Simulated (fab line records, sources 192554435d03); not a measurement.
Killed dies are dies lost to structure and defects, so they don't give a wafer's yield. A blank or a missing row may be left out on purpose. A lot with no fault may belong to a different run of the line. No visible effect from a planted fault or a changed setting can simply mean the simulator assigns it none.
Chamber matching ; flow n5 finfet ; 4 sister chambers for N5_BEOL_M12_ETCH_38 on rie diel-05
The step etches SiCN in CF4/N2, target depth 68.7 nm, time 73.4 s. 4 wafers are shown with their chamber, then 9 later ones without.

WAFERS PAIRED WITH THEIR CHAMBERS
wafer;chamber;showerhead plenum p Torr (Torr)
L081.6;0;2.10
L089.6;3;2.25
L090.1;1;2.12
L090.5;2;2.02

WAFERS WITH NO CHAMBER GIVEN
wafer;showerhead plenum p Torr (Torr)
L094.1;2.12
L094.2;2.02
L094.3;2.24
L094.4;2.36
L094.5;2.36
L094.6;2.12
L095.1;2.12
L095.2;2.24
L095.5;2.24

WHICH CHAMBER EACH ONE RAN IN
wafer;from the rows above;in truth
L094.1;can't be placed: 1 or 0 or 2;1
L094.2;can't be placed: 2 or 0 or 1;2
L094.3;3;3
L094.4;3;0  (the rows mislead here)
L094.5;3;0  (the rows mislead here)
L094.6;can't be placed: 1 or 0 or 2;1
L095.1;can't be placed: 1 or 0 or 2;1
L095.2;3;3
L095.5;3;3
Correctly placed: 3 of 9. Unplaceable from these rows: 4, with the true chamber sitting among the candidates in 4. 2 placed wrongly.
How it was worked out, from the rows above alone: a wafer's distance from a chamber is the root of the sum, over the readings, of the square of ((its reading less the chamber's mean) divided by the reading's scatter). If the next closest chamber is less than 2 further off than the closest, the wafer can't be placed; otherwise it belongs to the closest. Each chamber's mean is taken over the wafers shown for it. The scatter: root of mean squared gap, hidden wafer to nearest shown wafer, with one shown wafer a chamber.
